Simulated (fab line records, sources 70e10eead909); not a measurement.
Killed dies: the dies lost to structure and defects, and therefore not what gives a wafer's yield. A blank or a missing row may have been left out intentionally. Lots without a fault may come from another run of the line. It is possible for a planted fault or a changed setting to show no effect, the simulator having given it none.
The tool behind it: which one? | flow nandHarc | Sampling: 11 lots, 33 wafers, 4 of 1302 route steps

== WHAT THE GAUGES READ, wafer by wafer ==
NHARC_A_CHANNEL_HOLE_D2_INSPECT_40.
lot  | measured     | on               | rawDefectCount
L499 | day 14 11:47 | defectInspect-01 | 376 268 360
L500 | day 14 13:59 | defectInspect-02 | 355 336 335
L502 | day 15 16:02 | defectInspect-02 | 398 186 205
L504 | day 16 17:10 | defectInspect-02 | 216 177 337
L505 | day 16 21:18 | defectInspect-02 | 283 231 184
L507 | day 18 08:26 | defectInspect-02 | 261 239 225
L506 | day 18 12:32 | defectInspect-02 | 290 361 420
L510 | day 19 13:24 | defectInspect-02 | 271 1474 354
L514 | day 21 07:08 | defectInspect-02 | 233 243 267
L518 | day 22 18:28 | defectInspect-02 | 214 188 192
L519 | day 23 08:05 | defectInspect-02 | 140 155 153

== TOOL THAT RAN EACH LOT (tool first, then ch and the chambers of the sampled wafers, then the start) ==
lot  | NHARC_A_CHANNEL_HOLE_D2_ETCH_34   | NHARC_A_CHANNEL_HOLE_D2_ETCH_26 | NHARC_A_CHANNEL_HOLE_D2_STRIP_28
L499 | rieDiel-11 ch 0,1,2, day 14 05:19 | harEtch-01 ch 0,1, day 14 09:51 | rieDiel-07 ch 0,2,3, day 14 11:47 or earlier
L500 | rieDiel-07 ch 2,3, day 14 05:56   | harEtch-02 ch 0,1, day 14 12:03 | rieDiel-11 ch 0,2,3, day 14 13:59 or earlier
L502 | rieDiel-07 ch 1,2,3, day 15 08:08 | harEtch-02 ch 0,1, day 15 14:08 | rieDiel-07 ch 0,2,3, day 15 16:02 or earlier
L504 | rieDiel-11 ch 0,2,3, day 16 10:41 | harEtch-01 ch 0,1, day 16 15:15 | rieDiel-11 ch 0,3, day 16 17:10 or earlier
L505 | rieDiel-07 ch 1,2, day 16 12:33   | harEtch-01 ch 0,1, day 16 19:24 | rieDiel-07 ch 1,2,3, day 16 21:18 or earlier
L507 | rieDiel-07 ch 0,2, day 18 01:59   | harEtch-01 ch 0,1, day 18 06:29 | rieDiel-03 ch 0,2,3, day 18 08:26 or earlier
L506 | rieDiel-03 ch 1,2,3, day 18 03:37 | harEtch-01 ch 0,1, day 18 10:37 | rieDiel-07 ch 0,1,2, day 18 12:32 or earlier
L510 | rieDiel-07 ch 0,1, day 19 05:35   | harEtch-02 ch 0,1, day 19 11:20 | rieDiel-11 ch 2,3, day 19 13:24 or earlier
L514 | rieDiel-11 ch 0,2,3, day 20 20:47 | harEtch-02 ch 0,1, day 21 05:04 | rieDiel-07 ch 0,1,3, day 21 07:08 or earlier
L518 | rieDiel-07 ch 0,2,3, day 22 11:59 | harEtch-02 ch 0,1, day 22 16:31 | rieDiel-11 ch 0,1,3, day 22 18:28 or earlier
L519 | rieDiel-03 ch 0,2, day 23 01:39   | harEtch-02 ch 0,1, day 23 06:14 | rieDiel-11 ch 1,3, day 23 08:05 or earlier
- NHARC_A_CHANNEL_HOLE_D2_ETCH_34: etches the open film in CF4/CHF3, target depth 154 nm, time 77 s.
- NHARC_A_CHANNEL_HOLE_D2_ETCH_26: etches the open film in C4F8/O2/Ar, time 224.1 s, target depth 300 nm.
- NHARC_A_CHANNEL_HOLE_D2_STRIP_28: strips in O2.

== THE ANSWER, worked out from the rows above alone ==
Rule: the lots themselves supply what counts as usual. Put in order of their means at a reading, lots are off if they are a third of the lots or fewer, leave a main group of 4 or more, and stand apart from it by a gap of 3 or more times the standard deviation of the main group's means; of several such gaps the widest counts. The tables above print the reading to a certain number of digits; a main group whose means all agree to those digits is not used. A lot without any number at a reading at which 4 lots or more have one is off too. Any other lot the step has rows for is counted as sound.
Off at NHARC_A_CHANNEL_HOLE_D2_INSPECT_40 (rawDefectCount): L510. The main group: mean 261, standard deviation 63.
If a tool, at a process step before that reading, ran all the lots that are off and no sound lot after the first of them, it fits. Gauges at NHARC_A_CHANNEL_HOLE_D2_INSPECT_40: tried the same way as those tools. NHARC_A_CHANNEL_HOLE_D2_STRIP_28 gives no start for some lots, so the hours and the order of its lots are those of NHARC_A_CHANNEL_HOLE_D2_INSPECT_40. Not one of the candidates tried fits.

== WHAT THE SIMULATOR PUT IN ==
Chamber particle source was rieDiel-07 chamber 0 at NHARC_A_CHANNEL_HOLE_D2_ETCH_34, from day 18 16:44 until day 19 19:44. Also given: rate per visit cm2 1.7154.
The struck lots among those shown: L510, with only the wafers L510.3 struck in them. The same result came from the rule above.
